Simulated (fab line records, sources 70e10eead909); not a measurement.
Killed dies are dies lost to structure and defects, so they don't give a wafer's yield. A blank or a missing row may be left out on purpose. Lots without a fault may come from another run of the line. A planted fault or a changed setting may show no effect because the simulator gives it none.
Chamber matching | flow nand_harc | NHARC_A_ONON_D2_DEP_33 on pecvd-03: 3 sister chambers
The step deposits SiO2, target thk 200 nm. 6 wafers are shown with their chamber, then 8 later ones without.

WAFERS WITH THEIR CHAMBER
wafer  | chamber | throttle_valve_pct (%) | heater_power_w (W)
L084.3 | 0       | 16.2                   | 479
L084.4 | 1       | 15.7                   | 438
L085.4 | 1       | 15.3                   | 517
L085.5 | 2       | 15.2                   | 425
L085.6 | 0       | 16.0                   | 537
L088.3 | 2       | 15.6                   | 447

WAFERS WITHOUT THEIR CHAMBER
wafer  | throttle_valve_pct (%) | heater_power_w (W)
L088.5 | 15.6                   | 439
L088.6 | 15.9                   | 502
L090.4 | 15.7                   | 486
L090.5 | 15.6                   | 399
L090.6 | 16.2                   | 446
L094.1 | 16.4                   | 507
L094.3 | 15.5                   | 398
L094.4 | 15.6                   | 404

WHICH CHAMBER EACH WENT THROUGH
wafer  | from the rows above          | in truth
L088.5 | can't be placed: 2 or 1 or 0 | 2
L088.6 | can't be placed: 0 or 1 or 2 | 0
L090.4 | can't be placed: 1 or 0 or 2 | 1
L090.5 | can't be placed: 2 or 1      | 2
L090.6 | can't be placed: 0 or 1 or 2 | 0
L094.1 | 0                            | 0
L094.3 | can't be placed: 2 or 1      | 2
L094.4 | can't be placed: 2 or 1      | 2
Placed correctly: 1 of 8. Can't be placed from these rows: 7 (the true chamber is among the candidates in 7). Placed wrongly: 0.
How it was worked out, from the rows above alone: a wafer's distance from a chamber is the root of the sum, over the readings, of the square of ((its reading less the chamber's mean) divided by the reading's scatter). The wafer belongs to the nearest chamber; if the next one is less than 2 further off, it can't be placed. A chamber's mean is the mean of its shown wafers. The scatter: the root of (the sum of the squares of (reading less its chamber's mean) over the shown wafers, divided by (wafers less chambers)).
